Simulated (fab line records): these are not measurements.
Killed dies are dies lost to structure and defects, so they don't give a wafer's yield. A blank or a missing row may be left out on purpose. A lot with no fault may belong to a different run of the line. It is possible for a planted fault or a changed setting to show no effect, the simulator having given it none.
Matching of chambers / flow nandHarc / 3 sister chambers for NHARC_A_CONTACT_DEP_24 on pecvd-03
The step deposits SiO2, target thk 500 nm. 3 wafers are shown with their chamber, then 7 later ones without.

WAFERS, EACH WITH ITS CHAMBER
wafer=L373.1; chamber=2; throttleValvePct (%)=16.3
wafer=L373.3; chamber=0; throttleValvePct (%)=17.0
wafer=L381.4; chamber=1; throttleValvePct (%)=16.6

WAFERS WITH NO CHAMBER GIVEN
wafer=L381.5; throttleValvePct (%)=16.9
wafer=L379.1; throttleValvePct (%)=16.1
wafer=L379.3; throttleValvePct (%)=16.5
wafer=L379.4; throttleValvePct (%)=16.5
wafer=L382.1; throttleValvePct (%)=16.3
wafer=L382.4; throttleValvePct (%)=16.3
wafer=L382.5; throttleValvePct (%)=15.5

CHAMBER TAKEN BY EACH
wafer=L381.5; from the rows above=can't be placed: 0 or 1 or 2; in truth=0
wafer=L379.1; from the rows above=can't be placed: 2 or 1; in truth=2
wafer=L379.3; from the rows above=can't be placed: 1 or 2 or 0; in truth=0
wafer=L379.4; from the rows above=can't be placed: 1 or 2 or 0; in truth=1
wafer=L382.1; from the rows above=can't be placed: 2 or 1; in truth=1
wafer=L382.4; from the rows above=can't be placed: 2 or 1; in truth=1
wafer=L382.5; from the rows above=can't be placed: 2 or 1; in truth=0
0 of 7 placed correctly. These rows do not allow placing 7 (true chamber among the candidates in 6). Wrongly placed: 0.
How it was worked out, from the rows above alone: a wafer's distance from a chamber is the root of the sum, over the readings, of the square of ((its reading less the chamber's mean) divided by the reading's scatter). If the next closest chamber is less than 2 further off than the closest, the wafer can't be placed; otherwise it belongs to the closest. The mean given for a chamber averages the wafers shown for that chamber. The scatter (one wafer shown for each chamber): square how far every hidden wafer sits from the nearest shown wafer, average those squares and take the square root.
